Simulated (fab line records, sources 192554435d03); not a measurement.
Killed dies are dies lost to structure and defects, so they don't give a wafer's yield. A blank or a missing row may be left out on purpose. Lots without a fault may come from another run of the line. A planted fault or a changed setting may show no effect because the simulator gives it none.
fab line records | flow n5_finfet
record lots=10 wafers=30 last_day=18
route steps=1938 shown BEOL_M4@1073 PASSIVATION@1936
lots that met no fault: from a run of the same line without faults
start_h: hours from the record's first day to the start of the lot's first wafer shown | wait_h: hours since the lot's step before | " the same as in the row above | L1.1+2: a row that stands for several wafers | - no value, or no start given | * or withheld: withheld | < > ~ a bound
route shown NAME@n: a module of which the file shows steps, and the number in the route of the first | usual: mean/standard deviation of fault-free wafers | same: alike in all rows | chamber/n: place in a boat | sites: the reading at each site | _std_site: their standard deviation | _edge_site: outer sites' mean less inner sites' | radius_mm: how far each site lies from the wafer's centre | mask NAME#n: copy n | behind: the tool/chamber that last shaped the wafer | hold: why the lot was held/for how many hours/how that ended | device: the transistor (n, p or np) that didn't switch | end of line: the same wafers' tests at the end of the route | a step without rows: its recipe alone | killed: dies lost to structure and defects at the first sort, not the wafer's yield | map: a wafer's dies, x killed, . not, _ none there
set.NAME: the setting as run; set.NAME@STEP: as run at that earlier step | model.NAME: the simulator's own value behind a step, which no gauge read
steps of the route over a sample of lots; a table a step, a row a wafer
services: from which hour (start_h, from the record's first day; less than 0 if before it) a tool's chamber was out of use, for how many hours, and why
## steps
# step N5_BEOL_M4_OCD_MEAS_38
# usual trench_depth_nm=55.1/1
# columns lot.wafer tool chamber start_h wait_h trench_depth_nm
L296.3 ocd-02 - 165.19 - 56.3
L296.4 " - " " 54.3
L296.5 " - " " 56.2
L300.1 ocd-02 - 191.38 - 54.9
L300.2 " - " " 54.9
L300.4 " - " " 54.2
L303.1 ocd-02 - 249.98 - 53.8
L303.2 " - " " 54.0
L303.6 " - " " 55.0
L305.3 ocd-01 - 257.01 - 54.0
L305.5 " - " " 56.5
L305.6 " - " " 54.4
L310.4 ocd-01 - 282.39 - 54.6
L310.5 " - " " 55.5
L310.6 " - " " 57.1
L309.2 ocd-01 - 283.82 - 55.2
L309.5 " - " " 55.6
L309.6 " - " " 56.2
L312.1 ocd-02 - 287.26 - 54.8
L312.2 " - " " 54.0
L312.3 " - " " 57.1
L315.1 ocd-01 - 291.12 - 55.1
L315.4 " - " " 54.3
L315.6 " - " " 55.4
L311.1 ocd-02 - 298.38 - 54.4
L311.3 " - " " 54.9
L311.5 " - " " 52.9
L317.2 ocd-01 - 307.91 - 54.7
L317.4 " - " " 56.1
L317.6 " - " " 54.4
# step N5_BEOL_M4_ANNEAL_49
# recipe temp_c=400 time_s=240 ambient=vacuum
# usual heater_power_w=836/80
# same time_s=240
# columns lot.wafer tool chamber start_h wait_h heater_power_w
L296.3 pvd_sputter-03 - 167.97 0.0 837
L296.4 " - " " 714
L296.5 " - " " 816
L300.1 pvd_sputter-03 - 194.40 0.0 896
L300.2 " - " " 845
L300.4 " - " " 834
L303.1 pvd_sputter-02 - 250.92 0.0 844
L303.2 " - " " 841
L303.6 " - " " 816
L305.3 pvd_sputter-01 - 258.33 0.0 989
L305.5 " - " " 896
L305.6 " - " " 753
L310.4 pvd_sputter-03 - 283.60 0.0 826
L310.5 " - " " 864
L310.6 " - " " 892
L309.2 pvd_sputter-02 - 285.37 0.0 931
L309.5 " - " " 867
L309.6 " - " " 906
L312.1 pvd_sputter-01 - 290.39 0.0 735
L312.2 " - " " 986
L312.3 " - " " 757
L315.1 pvd_sputter-01 - 293.33 0.0 912
L315.4 " - " " 735
L315.6 " - " " 736
L311.1 pvd_sputter-02 - 300.03 0.0 898
L311.3 " - " " 846
L311.5 " - " " 895
L317.2 pvd_sputter-03 - 310.83 0.0 878
L317.4 " - " " 714
L317.6 " - " " 908
# step N5_BEOL_M4_SPUTTER_79
# recipe material=Cu target_thk_a=45 temp_c=-20 chamber_pressure_pa=0.07 power_w=withheld time_s=8.29
# usual chamber_pressure_pa=0.06999/0.00014 chuck_gas_flow_sccm=1.26/0.055 throttle_valve_pct=30.2/1 time_s=8.29/0
# columns lot.wafer tool chamber start_h wait_h chamber_pressure_pa chuck_gas_flow_sccm throttle_valve_pct time_s
L296.3 pvd_sputter-03 - 168.11 0.1 0.07003 1.27 28.8 8.29
L296.4 " - " " 0.07014 1.24 29.9 8.29
L296.5 " - " " 0.06984 1.23 28.5 8.29
L300.1 pvd_sputter-03 - 194.54 0.1 0.06971 1.18 31.6 8.29
L300.2 " - " " 0.07005 1.25 28.9 8.29
L300.4 " - " " 0.06986 1.24 30.3 8.29
L303.1 pvd_sputter-02 - 251.06 0.1 0.07011 1.27 31.6 8.29
L303.2 " - " " 0.07 1.38 29.6 8.29
L303.6 " - " " 0.06992 1.31 28.3 8.29
L305.3 pvd_sputter-01 - 258.47 0.1 0.0701 1.24 29.9 8.29
L305.5 " - " " 0.06992 1.38 31.9 8.29
L305.6 " - " " 0.07002 1.25 29.7 8.29
L310.4 pvd_sputter-03 - 283.74 0.1 - - - -
L310.5 " - " " - - - -
L310.6 " - " " - - - -
L309.2 pvd_sputter-02 - 285.53 0.1 - - - -
L309.5 " - " " - - - -
L309.6 " - " " - - - -
L312.1 pvd_sputter-01 - 290.53 0.1 - - - -
L312.2 " - " " - - - -
L312.3 " - " " - - - -
L315.1 pvd_sputter-01 - 293.47 0.1 0.07005 1.21 31.9 8.29
L315.4 " - " " 0.07004 1.21 30.1 8.29
L315.6 " - " " 0.07008 1.24 29.7 8.29
L311.1 pvd_sputter-02 - 300.18 0.1 0.07009 1.22 31.9 8.29
L311.3 " - " " 0.07001 1.27 30.0 8.29
L311.5 " - " " 0.0699 1.20 30.2 8.29
L317.2 pvd_sputter-03 - 310.97 0.1 0.07008 1.32 30.2 8.29
L317.4 " - " " 0.07 1.34 30.2 8.29
L317.6 " - " " 0.07001 1.34 31.6 8.29
# step N5_BEOL_M4_SPUTTER_90
# recipe material=Cu target_thk_a=45 temp_c=-20 chamber_pressure_pa=0.07 power_w=withheld time_s=8.29
# usual chamber_pressure_pa=0.07003/0.00014 chuck_gas_flow_sccm=1.25/0.047 throttle_valve_pct=30.2/0.99
# same time_s=8.29
# columns lot.wafer tool chamber start_h wait_h chamber_pressure_pa chuck_gas_flow_sccm throttle_valve_pct
L296.3 pvd_sputter-03 - 168.99 0.1 0.07 1.20 28.5
L296.4 " - " " 0.06979 1.21 30.2
L296.5 " - " " 0.06974 1.21 28.8
L300.1 pvd_sputter-03 - 195.42 0.1 0.07018 1.30 31.7
L300.2 " - " " 0.07008 1.20 28.6
L300.4 " - " " 0.06972 1.26 30.0
L303.1 pvd_sputter-02 - 251.94 0.1 0.07012 1.27 31.8
L303.2 " - " " 0.07001 1.31 29.5
L303.6 " - " " 0.07024 1.24 28.5
L305.3 pvd_sputter-01 - 259.35 0.1 0.06995 1.23 29.9
L305.5 " - " " 0.07009 1.20 31.8
L305.6 " - " " 0.07029 1.28 29.7
L310.4 pvd_sputter-03 - 284.62 0.1 0.06998 1.36 28.6
L310.5 " - " " 0.07018 1.34 28.7
L310.6 " - " " 0.07037 1.33 30.8
L309.2 pvd_sputter-02 - 286.44 0.1 0.06988 1.20 30.1
L309.5 " - " " 0.0697 1.23 32.1
L309.6 " - " " 0.06975 1.27 29.8
L312.1 pvd_sputter-01 - 291.41 0.1 0.07004 1.18 30.0
L312.2 " - " " 0.07021 1.31 30.0
L312.3 " - " " 0.06979 1.27 29.7
L315.1 pvd_sputter-01 - 294.35 0.1 0.07019 1.23 31.9
L315.4 " - " " 0.07019 1.31 30.2
L315.6 " - " " 0.06999 1.23 29.5
L311.1 pvd_sputter-02 - 301.14 0.1 0.07025 1.24 31.9
L311.3 " - " " 0.07018 1.34 29.9
L311.5 " - " " 0.07014 1.25 30.0
L317.2 pvd_sputter-03 - 311.85 0.1 0.07003 1.24 30.1
L317.4 " - " " 0.06992 1.22 30.1
L317.6 " - " " 0.06995 1.27 31.4
# step N5_BEOL_M4_RC_MEAS_101
# usual DIBL_N=36.3/2 DIBL_P=36.3/2.4 IOFF_N=0.16/0.034 IOFF_P=0.21/0.035 ION_N=672/12 ION_P=459/6.5 SS_N=71.6/0.67 SS_P=73.3/0.71 VT_N=250/3.5 VT_P=-251/3
# columns lot.wafer tool chamber start_h wait_h DIBL_N[mV/V] DIBL_P[mV/V] IOFF_N[nA/um] IOFF_P[nA/um] ION_N[uA/um] ION_P[uA/um] SS_N[mV/dec] SS_P[mV/dec] VT_N[mV] VT_P[mV]
L296.3 prober-01 0 171.06 0.3 35.5 35.7 0.15 0.20 662 458 71.6 73.3 250 -251
L296.4 " 0 " " 35.7 35.9 0.15 0.21 661 459 71.4 72.8 254 -251
L296.5 " 0 " " 34.9 34.7 0.13 0.19 655 450 71.9 72.6 251 -251
L300.1 prober-02 0 197.18 0.0 35.9 34.6 0.14 0.17 657 444 71.6 73.7 255 -256
L300.2 " 0 " " 39.3 38.7 0.22 0.23 689 463 73.1 74.5 247 -251
L300.4 " 0 " " 35.9 34.3 0.15 0.16 672 452 72.0 73.3 251 -256
L303.1 prober-02 0 253.69 0.0 36.3 35.8 0.16 0.24 670 465 72.2 72.4 252 -246
L303.2 " 0 " " 34.7 33.7 0.13 0.20 658 463 71.6 72.2 251 -250
L303.6 " 0 " " 33.9 32.3 0.11 0.17 627 450 72.0 72.4 259 -250
L305.3 prober-02 0 261.43 0.3 38.4 39.9 0.19 0.26 689 467 71.9 74.1 247 -250
L305.5 " 0 " " 37.1 37.6 0.17 0.24 673 465 71.4 73.6 251 -246
L305.6 " 0 " " 35.5 36.4 0.14 0.20 669 459 70.8 73.8 251 -249
L310.4 prober-01 0 286.85 0.5 33.0 33.7 0.12 0.18 658 457 71.0 72.3 253 -250
L310.5 " 0 " " 36.1 36.9 0.17 0.23 656 454 71.5 73.2 250 -248
L310.6 " 0 " " 35.6 36.2 0.15 0.22 669 455 71.2 73.1 250 -251
L309.2 prober-01 0 288.35 0.2 40.2 39.4 0.22 0.27 683 469 72.0 74.3 245 -246
L309.5 " 0 " " 37.9 37.2 0.17 0.22 667 463 71.9 74.1 249 -249
L309.6 " 0 " " 37.9 36.3 0.16 0.21 667 457 71.3 74.1 251 -251
L312.1 prober-02 0 293.28 0.0 39.6 39.7 0.21 0.25 684 467 72.5 73.8 244 -249
L312.2 " 0 " " 39.0 39.1 0.19 0.24 676 463 72.7 73.7 249 -249
L312.3 " 0 " " 37.7 38.0 0.17 0.22 674 470 72.5 73.3 251 -251
L315.1 prober-02 0 296.20 0.0 36.1 35.6 0.18 0.19 695 465 71.7 73.0 246 -253
L315.4 " 0 " " 35.3 35.6 0.17 0.19 681 459 71.2 72.9 247 -252
L315.6 " 0 " " 33.6 32.8 0.13 0.15 672 451 71.2 72.8 252 -256
L311.1 prober-02 0 302.96 0.0 36.1 37.3 0.15 0.22 661 462 71.3 73.1 249 -248
L311.3 " 0 " " 36.9 37.7 0.16 0.22 669 469 70.7 72.8 249 -245
L311.5 " 0 " " 36.7 38.0 0.16 0.22 684 474 72.0 73.5 249 -248
L317.2 prober-02 0 313.77 0.2 36.8 36.2 0.16 0.20 676 458 71.6 74.0 251 -249
L317.4 " 0 " " 33.8 32.4 0.12 0.15 666 460 70.9 72.0 255 -256
L317.6 " 0 " " 34.3 33.0 0.13 0.16 672 459 70.7 72.4 253 -252
# step N5_PASSIVATION_PROBE_49
# usual defect_limited_yield=91.4/1.5 killed_at_M0_to_M3=33/11 killed_at_M4_up=14/5.3 killed_at_contacts=13/6.2 killed_at_front_end=39/13 killed_at_other=3.1/2.8 killed_dies=102/17 killed_open=68/13 killed_short=32/7.8 sort_bin_5_function=5.1/0.95 sort_bin_6_memory=3.2/0.7 sort_bin_8_speed=0.02/0.16 sort_n_pass=1078/18 sort_yield_pct=91.3/1.5
# same gross_dies=1180 killed_at_back_side=0 sort_bin_4_leakage[%]=0
# columns lot.wafer tool chamber start_h wait_h defect_limited_yield[%] killed_at_M0_to_M3 killed_at_M4_up killed_at_contacts killed_at_front_end killed_at_other killed_dies killed_open killed_short sort_bin_5_function[%] sort_bin_6_memory[%] sort_bin_8_speed[%] sort_n_pass sort_yield_pct[%]
L296.3 prober-01 - 282.14 0.1 92.5 26 19 3 39 1 88 51 32 4.4 2.6 0 1092 92.5
L296.4 prober-01 - 282.19 0.2 90.8 51 9 3 45 1 109 67 41 5.4 3.5 0 1071 90.8
L296.5 prober-01 - 282.24 0.2 92.2 38 12 10 28 4 92 60 30 5.1 2.7 0 1088 92.2
L300.1 prober-01 - 309.99 0.0 91.4 32 10 15 43 1 101 81 20 4.9 3.6 0 1079 91.4
L300.2 prober-01 - 310.04 0.1 91.6 32 12 18 37 0 99 72 27 5.5 2.7 0 1081 91.6
L300.4 prober-01 - 310.14 0.2 90.9 42 20 9 35 1 107 69 38 5.3 3.2 0 1073 90.9
L303.1 prober-02 - 357.87 0.0 89.2 45 7 19 55 2 128 85 37 5.9 4.5 0 1052 89.2
L303.2 prober-02 - 357.92 0.1 89.2 60 8 7 53 0 128 95 32 5.7 4.8 0 1052 89.2
L303.6 prober-02 - 358.12 0.3 89.0 57 15 17 36 5 130 89 40 6.9 3.7 1.86 1028 87.1
L305.3 prober-02 - 372.97 0.1 90.9 25 11 20 38 13 107 71 35 4.9 3.8 0 1073 90.9
L305.5 prober-02 - 373.07 0.2 90.6 29 29 11 33 9 111 77 34 5.6 3.4 0 1069 90.6
L305.6 prober-02 - 373.12 0.3 92.2 35 15 14 25 3 92 68 24 5.7 2.1 0 1088 92.2
L310.4 prober-02 - 388.78 0.2 89.4 29 14 20 52 10 125 74 42 5.7 4.6 0 1055 89.4
L310.5 prober-02 - 388.83 0.2 91.9 24 14 18 36 3 95 52 40 4.8 3.0 0 1085 91.9
L310.6 prober-02 - 388.88 0.3 90.1 38 15 16 47 1 117 77 37 5.8 3.7 0 1063 90.1
L309.2 prober-02 - 393.16 0.1 90.9 22 17 8 55 5 107 75 24 5.7 3.1 0 1073 90.9
L309.5 prober-02 - 393.31 0.2 89.2 39 16 7 61 4 127 79 40 6.1 4.4 0 1053 89.2
L309.6 prober-02 - 393.36 0.3 87.1 41 24 9 74 4 152 87 56 7.2 4.7 0 1028 87.1
L312.1 prober-01 - 394.61 0.0 89.1 37 17 16 58 1 129 79 42 6.7 3.7 0 1051 89.1
L312.2 prober-01 - 394.66 0.1 90.4 25 23 14 49 2 113 73 38 6.0 3.1 0 1067 90.4
L312.3 prober-01 - 394.71 0.1 90.4 22 17 9 58 7 113 73 36 5.3 4.0 0 1067 90.4
L315.1 prober-01 - 404.50 0.0 92.5 44 9 9 26 1 89 65 24 4.4 3.0 0 1091 92.5
L315.4 prober-01 - 404.65 0.2 90.3 36 20 19 37 3 115 73 42 5.9 3.5 0 1065 90.3
L315.6 prober-01 - 404.75 0.3 95.0 20 10 12 16 1 59 35 24 2.6 2.3 0 1121 95.0
L311.1 prober-01 - 409.83 0.0 91.4 26 17 19 34 5 101 70 31 5.1 3.4 0 1079 91.4
L311.3 prober-01 - 409.93 0.1 92.4 40 8 23 17 2 90 67 23 4.6 2.9 0 1090 92.4
L311.5 prober-01 - 410.03 0.2 92.1 33 16 16 25 3 93 58 35 3.9 3.4 0 1087 92.1
L317.2 prober-02 - 419.96 0.1 92.1 34 7 11 41 0 93 66 27 4.7 3.1 0 1087 92.1
L317.4 prober-02 - 420.06 0.2 91.8 37 18 10 32 0 97 70 25 4.6 3.3 0 1083 91.8
L317.6 prober-02 - 420.16 0.3 92.5 37 12 9 29 2 89 62 26 4.6 2.9 0 1091 92.5
# killed by level:class
L296.3 STI_FIN_REVEAL:geometric_particle:open=11 BEOL_M0_SAQP:geometric_particle:short=11 FIN_SAQP:geometric_particle:short=8 BEOL_M0_SAQP:geometric_particle:open=6 BEOL_M4:geometric_particle:open=6 FIN_SAQP:geometric_particle:open=5 DUMMY_GATE:geometric_particle:open=3 GATE_CUT:geometric_particle:short=3
L296.4 FIN_SAQP:geometric_particle:open=16 BEOL_M0_SAQP:geometric_particle:short=15 BEOL_M0_SAQP:geometric_particle:open=12 STI_FIN_REVEAL:geometric_particle:open=8 BEOL_M2:geometric_particle:open=7 FIN_SAQP:geometric_particle:short=5 BEOL_M1:geometric_particle:open=5 STARTING-WAFER:geometric_particle:short=5
L296.5 BEOL_M0_SAQP:geometric_particle:short=12 BEOL_M0_SAQP:geometric_particle:open=11 MOL_CONTACT_COAG:geometric_particle:open=9 FIN_SAQP:geometric_particle:open=8 STI_FIN_REVEAL:geometric_particle:open=5 BEOL_M4:geometric_particle:open=5 FIN_SAQP:geometric_particle:short=4 BEOL_M1:geometric_particle:open=4
L300.1 MOL_CONTACT_COAG:geometric_particle:open=13 BEOL_M3:geometric_particle:open=12 FIN_SAQP:geometric_particle:open=10 STI_FIN_REVEAL:geometric_particle:open=8 BEOL_M0_SAQP:geometric_particle:open=8 BEOL_M1:geometric_particle:open=7 STARTING-WAFER:geometric_particle:open=6 FIN_SAQP:geometric_particle:short=5
L300.2 MOL_CONTACT_COAG:geometric_particle:open=16 STI_FIN_REVEAL:geometric_particle:open=10 FIN_SAQP:geometric_particle:short=9 FIN_SAQP:geometric_particle:open=8 BEOL_M3:geometric_particle:open=7 BEOL_M0:geometric_particle:open=6 BEOL_M2:geometric_particle:open=6 BEOL_M1:geometric_particle:open=5
L300.4 BEOL_M0_SAQP:geometric_particle:short=12 MOL_CONTACT_COAG:geometric_particle:open=8 BEOL_M2:geometric_particle:open=7 BEOL_M4:geometric_particle:open=7 BEOL_M3:geometric_particle:open=6 BEOL_M0_SAQP:geometric_particle:open=6 FIN_SAQP:geometric_particle:short=5 BEOL_M1:geometric_particle:open=5
L303.1 STI_FIN_REVEAL:geometric_particle:open=15 MOL_CONTACT_COAG:geometric_particle:open=14 BEOL_M0_SAQP:geometric_particle:open=12 BEOL_M3:geometric_particle:open=9 BEOL_M0_SAQP:geometric_particle:short=8 BEOL_M1:geometric_particle:open=8 FIN_SAQP:geometric_particle:short=7 DUMMY_GATE:geometric_particle:open=6
L303.2 STI_FIN_REVEAL:geometric_particle:open=29 BEOL_M1:geometric_particle:open=17 BEOL_M0_SAQP:geometric_particle:short=12 BEOL_M2:geometric_particle:open=12 BEOL_M0_SAQP:geometric_particle:open=11 STI_FIN_REVEAL:geometric_particle:short=5 MOL_CONTACT_COAG:geometric_particle:open=5 BEOL_M3:geometric_particle:open=4
L303.6 STI_FIN_REVEAL:geometric_particle:open=20 BEOL_M0_SAQP:geometric_particle:short=16 MOL_CONTACT_COAG:geometric_particle:open=13 BEOL_M4:geometric_particle:open=12 BEOL_M0_SAQP:geometric_particle:open=10 BEOL_M1:geometric_particle:open=7 BEOL_M3:geometric_particle:open=7 BEOL_M2:geometric_particle:open=6
L305.3 MOL_CONTACT_COAG:geometric_particle:open=15 FIN_SAQP:geometric_particle:open=9 FIN_SAQP:geometric_particle:short=6 BEOL_M0_SAQP:geometric_particle:open=6 BEOL_M3:geometric_particle:open=6 STI_FIN_REVEAL:geometric_particle:open=5 DUMMY_GATE:geometric_particle:open=5 BEOL_M0_SAQP:geometric_particle:short=5
L305.5 BEOL_M4:geometric_particle:open=15 STI_FIN_REVEAL:geometric_particle:open=10 MOL_CONTACT_COAG:geometric_particle:open=8 BEOL_M2:geometric_particle:open=7 BEOL_M0_SAQP:geometric_particle:short=5 BEOL_M3:geometric_particle:open=5 BEOL_M0_SAQP:geometric_particle:open=4 BEOL_M5:geometric_particle:open=4
L305.6 BEOL_M3:geometric_particle:open=16 MOL_CONTACT_COAG:geometric_particle:open=12 BEOL_M4:geometric_particle:open=7 BEOL_M0_SAQP:geometric_particle:short=5 BEOL_M2:geometric_particle:open=5 STI_FIN_REVEAL:geometric_particle:open=4 DUMMY_GATE:geometric_particle:open=4 BEOL_M0:geometric_particle:open=4
L310.4 MOL_CONTACT_COAG:geometric_particle:open=18 STI_FIN_REVEAL:geometric_particle:open=13 FIN_SAQP:geometric_particle:short=11 BEOL_M2:geometric_particle:open=9 FIN_SAQP:geometric_particle:open=7 BEOL_M4:interface_void_opened=6 BEOL_M0_SAQP:geometric_particle:short=6 GATE_CUT:geometric_particle:short=5
L310.5 MOL_CONTACT_COAG:geometric_particle:open=15 BEOL_M2:geometric_particle:open=10 FIN_SAQP:geometric_particle:short=9 FIN_SAQP:geometric_particle:open=7 GATE_CUT:geometric_particle:short=7 BEOL_M4:geometric_particle:short=5 BEOL_M0_SAQP:geometric_particle:short=4 MOL_CONTACT_COAG:geometric_particle:short=3
L310.6 MOL_CONTACT_COAG:geometric_particle:open=13 DUMMY_GATE:geometric_particle:open=10 BEOL_M4:geometric_particle:open=10 BEOL_M0_SAQP:geometric_particle:short=10 BEOL_M2:geometric_particle:open=9 FIN_SAQP:geometric_particle:short=8 FIN_SAQP:geometric_particle:open=7 BEOL_M0_SAQP:geometric_particle:open=7
L309.2 STI_FIN_REVEAL:geometric_particle:open=18 FIN_SAQP:geometric_particle:open=15 FIN_SAQP:geometric_particle:short=8 BEOL_M3:geometric_particle:open=7 BEOL_M4:interface_void_opened=6 MOL_CONTACT_COAG:geometric_particle:open=6 BEOL_M2:geometric_particle:open=5 BEOL_M1:geometric_particle:open=5
L309.5 FIN_SAQP:geometric_particle:open=18 FIN_SAQP:geometric_particle:short=13 STI_FIN_REVEAL:geometric_particle:open=11 BEOL_M0:geometric_particle:open=9 MOL_CONTACT_COAG:geometric_particle:open=6 BEOL_M0_SAQP:geometric_particle:short=6 BEOL_M0_SAQP:geometric_particle:open=6 STI_FIN_REVEAL:geometric_particle:short=4
L309.6 STI_FIN_REVEAL:geometric_particle:open=25 BEOL_M3:geometric_particle:open=13 BEOL_M0_SAQP:geometric_particle:open=9 BEOL_M0_SAQP:geometric_particle:short=9 STI_FIN_REVEAL:geometric_particle:short=7 GATE_CUT:geometric_particle:short=7 DUMMY_GATE:geometric_particle:open=6 MOL_CONTACT_COAG:geometric_particle:open=6
L312.1 FIN_SAQP:geometric_particle:open=16 MOL_CONTACT_COAG:geometric_particle:open=13 BEOL_M0_SAQP:geometric_particle:open=10 BEOL_M0:geometric_particle:open=10 GATE_CUT:geometric_particle:short=8 FIN_SAQP:geometric_particle:short=7 STI_FIN_REVEAL:geometric_particle:open=7 BEOL_M4:interface_void_opened=7
L312.2 MOL_CONTACT_COAG:geometric_particle:open=11 BEOL_M0_SAQP:geometric_particle:short=11 BEOL_M4:geometric_particle:open=10 FIN_SAQP:geometric_particle:open=8 GATE_CUT:geometric_particle:short=8 BEOL_M0_SAQP:geometric_particle:open=8 DUMMY_GATE:geometric_particle:open=7 STI_FIN_REVEAL:geometric_particle:open=5
L312.3 FIN_SAQP:geometric_particle:open=17 FIN_SAQP:geometric_particle:short=9 BEOL_M0_SAQP:geometric_particle:short=9 BEOL_M4:geometric_particle:open=9 MOL_CONTACT_COAG:geometric_particle:open=8 GATE_CUT:geometric_particle:open=7 STI_FIN_REVEAL:geometric_particle:open=5 ILD0:geometric_particle:open=5
L315.1 BEOL_M0_SAQP:geometric_particle:open=19 BEOL_M0_SAQP:geometric_particle:short=11 MOL_CONTACT_COAG:geometric_particle:open=8 FIN_SAQP:geometric_particle:open=5 DUMMY_GATE:geometric_particle:open=4 BEOL_M2:geometric_particle:open=4 BEOL_M3:geometric_particle:open=4 STARTING-WAFER:geometric_particle:open=4
L315.4 BEOL_M0_SAQP:geometric_particle:short=16 MOL_CONTACT_COAG:geometric_particle:open=15 BEOL_M0_SAQP:geometric_particle:open=13 BEOL_M4:geometric_particle:open=9 FIN_SAQP:geometric_particle:short=7 STI_FIN_REVEAL:geometric_particle:open=7 FIN_SAQP:geometric_particle:open=6 STARTING-WAFER:geometric_particle:open=5
L315.6 MOL_CONTACT_COAG:geometric_particle:open=10 BEOL_M0_SAQP:geometric_particle:open=8 BEOL_M0_SAQP:geometric_particle:short=7 BEOL_M2:geometric_particle:short=4 BEOL_M6:geometric_particle:open=4 FIN_SAQP:geometric_particle:short=3 FIN_SAQP:geometric_particle:open=3 STARTING-WAFER:geometric_particle:short=3
L311.1 MOL_CONTACT_COAG:geometric_particle:open=18 BEOL_M4:geometric_particle:open=10 STI_FIN_REVEAL:geometric_particle:open=8 BEOL_M2:geometric_particle:open=7 BEOL_M0_SAQP:geometric_particle:short=6 FIN_SAQP:geometric_particle:open=5 FIN_SAQP:geometric_particle:short=5 DUMMY_GATE:geometric_particle:open=5
L311.3 MOL_CONTACT_COAG:geometric_particle:open=19 BEOL_M1:geometric_particle:open=10 BEOL_M0_SAQP:geometric_particle:open=9 BEOL_M2:geometric_particle:open=6 BEOL_M3:geometric_particle:open=5 MOL_CONTACT_COAG:geometric_particle:short=4 BEOL_M3:geometric_particle:short=4 FIN_SAQP:geometric_particle:short=3
L311.5 MOL_CONTACT_COAG:geometric_particle:open=12 BEOL_M0_SAQP:geometric_particle:short=11 STI_FIN_REVEAL:geometric_particle:open=6 BEOL_M8:geometric_particle:open=6 BEOL_M0_SAQP:geometric_particle:open=5 BEOL_M3:geometric_particle:open=5 FIN_SAQP:geometric_particle:open=4 MOL_CONTACT_COAG:geometric_particle:short=4
L317.2 FIN_SAQP:geometric_particle:open=21 BEOL_M3:geometric_particle:open=13 MOL_CONTACT_COAG:geometric_particle:open=8 FIN_SAQP:geometric_particle:short=7 BEOL_M0_SAQP:geometric_particle:open=5 BEOL_M0_SAQP:geometric_particle:short=5 BEOL_M1:geometric_particle:open=5 DUMMY_GATE:geometric_particle:open=4
L317.4 MOL_CONTACT_COAG:geometric_particle:open=10 BEOL_M0_SAQP:geometric_particle:open=10 BEOL_M1:geometric_particle:open=8 STARTING-WAFER:geometric_particle:open=8 BEOL_M0_SAQP:geometric_particle:short=6 BEOL_M4:geometric_particle:open=6 STI_FIN_REVEAL:geometric_particle:open=5 BEOL_M3:geometric_particle:open=5
L317.6 BEOL_M1:geometric_particle:open=9 BEOL_M3:geometric_particle:open=9 MOL_CONTACT_COAG:geometric_particle:open=8 BEOL_M5:geometric_particle:open=7 BEOL_M0_SAQP:geometric_particle:open=6 BEOL_M0_SAQP:geometric_particle:short=6 FIN_SAQP:geometric_particle:open=5 DUMMY_GATE:geometric_particle:short=4
## services
# columns tool chamber start_h hours kind
pvd_sputter-02 - 197.53 7.5 repair
## key
first_sign step=N5_BEOL_M4_SPUTTER_79 reading=tool_record direction=missing
effect none on later readings
met_at N5_BEOL_M4_SPUTTER_79
struck_lots L309,L310,L312
not_acting_at N5_BEOL_M4_OCD_MEAS_38,N5_BEOL_M4_ANNEAL_49,N5_BEOL_M4_SPUTTER_90
onset_between 258.47 283.74
fault kind=skipped_step_whole tool=pvd_sputter-01,pvd_sputter-02,pvd_sputter-03 chamber=- onset_h=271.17 steps=N5_BEOL_M4_SPUTTER_79 scope=struck_lots_only
